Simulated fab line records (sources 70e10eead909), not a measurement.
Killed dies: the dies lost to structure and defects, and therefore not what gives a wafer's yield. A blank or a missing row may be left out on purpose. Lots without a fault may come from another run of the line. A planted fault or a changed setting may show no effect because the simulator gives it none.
Matching of chambers | flow nand_harc | NHARC_P_GATE_ALD_36 on ald_sin-01: 4 sister chambers
The step deposits SiNx, target thk 20 nm, pulse time 60 s, ald cycles 223. 4 wafers are shown with their chamber, then 9 later ones without.

== EACH WAFER AND ITS CHAMBER ==
wafer  | chamber | heater_power_w (W)
L084.6 | 3       | 794
L087.2 | 2       | 792
L090.1 | 0       | 850
L090.6 | 1       | 762

== WAFERS WHOSE CHAMBER IS MISSING ==
wafer  | heater_power_w (W)
L092.2 | 771
L092.4 | 862
L092.6 | 793
L094.1 | 853
L094.4 | 763
L094.5 | 769
L096.2 | 870
L096.4 | 768
L096.6 | 857

== THE CHAMBER EACH PASSED THROUGH ==
wafer  | from the rows above          | in truth
L092.2 | can't be placed: 1 or 2 or 3 | 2
L092.4 | 0                            | 0
L092.6 | can't be placed: 2 or 3      | 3
L094.1 | 0                            | 0
L094.4 | 1                            | 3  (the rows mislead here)
L094.5 | can't be placed: 1 or 2 or 3 | 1
L096.2 | 0                            | 0
L096.4 | can't be placed: 1 or 2      | 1
L096.6 | 0                            | 0
4 of 9 placed correctly. From these rows, 4 cannot be placed; in 4 the true chamber is one of the candidates. Number placed wrongly: 1.
How it was worked out, from the rows above alone: a wafer's distance from a chamber is the root of the sum, over the readings, of the square of ((its reading less the chamber's mean) divided by the reading's scatter). The wafer belongs to the nearest chamber; if the next one is less than 2 further off, it can't be placed. For every chamber, the mean is computed from those of its wafers that are shown. The scatter: with one shown wafer a chamber, the root of the mean of the squares of how far each hidden wafer lies from its nearest shown one.
